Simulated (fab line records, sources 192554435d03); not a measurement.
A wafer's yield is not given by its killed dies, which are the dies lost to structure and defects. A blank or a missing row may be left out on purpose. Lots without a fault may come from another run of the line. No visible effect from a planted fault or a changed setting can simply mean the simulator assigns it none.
One fault through the eyes of 3 desks | flow n5-finfet | every desk sees just its own numbers, and what lay behind them comes last

== THE DEFECT DESK ==
For each lot, the counts of the inspections along the route, averaged over the sampled wafers that have a number. Any lot whose mean is over 4 standard deviations away from the usual mean is out of limits and marked OUT; that distance is given in the brackets.
Columns: A = raw-defect-count at N5_MIM_BOT_LITHO_INSPECT_12, usual 2.1
lot  | first seen here | A
L617 | day 12 00:50    | 1.3
L626 | day 13 15:30    | 1.7
L630 | day 15 05:53    | 1.3
L633 | day 15 17:49    | 1.5
L636 | day 16 01:14    | 1.7
L635 | day 16 18:26    | 1.7
This desk found nothing out of limits on any of the 6 lots.

== FROM THE METROLOGY DESK ==
Means of the sampled wafers that have a number, per lot and without regard to the tool the lot ran on: this is what the gauges read. Any lot whose mean is over 4 standard deviations away from the usual mean is out of limits and marked OUT; that distance is given in the brackets.
Columns: A = cd-nm at N5_MIM_BOT_LITHO_CD_MEAS_08, usual 2999.9 nm; B = MIM_BOT_OVL at N5_MIM_BOT_LITHO_OVL_MEAS_11, usual -2 nm
lot  | first seen here | A      | B
L617 | day 12 00:46    | 2999.6 | -0
L626 | day 13 15:27    | 3000.9 | 3
L630 | day 15 05:50    | 2999.1 | 5
L633 | day 15 17:46    | 2997.3 | -1
L636 | day 16 01:11    | 2997.6 | 1
L635 | day 16 18:23    | 3000.6 | -7
This desk found nothing out of limits on any of the 6 lots.

== DESK OF THE TOOL OWNER: pecvd-02 ==
The tool's own readings at N5_PASSIVATION_PECVD_01 (deposits SiNx from SiH4/NH3/N2, target thk 200 nm, time 43.2 s): means of the sampled wafers that have a number, for each lot that ran on this tool. Any lot whose mean is over 4 standard deviations away from the usual mean is out of limits and marked OUT; that distance is given in the brackets.
Columns: A = heater-power-w at N5_PASSIVATION_PECVD_01, usual 397 W; B = showerhead-plenum-p-Torr at N5_PASSIVATION_PECVD_01, usual 8.64 Torr; C = throttle-valve-pct at N5_PASSIVATION_PECVD_01, usual 28.0 %
lot  | first seen here | A   | B    | C
L617 | day 12 01:47    | 370 | 8.61 | 27.0
L626 | day 13 16:40    | 463 | 8.66 | 26.6
L630 | day 15 06:53    | 394 | 8.62 | 27.1
L633 | day 15 18:49    | 480 | 8.66 | 27.3
This desk found nothing out of limits on any of the 4 lots.

== BROUGHT TOGETHER ==
Nothing out of limits was seen by the defect desk.
Nothing out of limits was seen by the metrology desk.
Nothing out of limits was seen by the tool owner's desk.

== WHAT THE SIMULATOR PUT IN ==
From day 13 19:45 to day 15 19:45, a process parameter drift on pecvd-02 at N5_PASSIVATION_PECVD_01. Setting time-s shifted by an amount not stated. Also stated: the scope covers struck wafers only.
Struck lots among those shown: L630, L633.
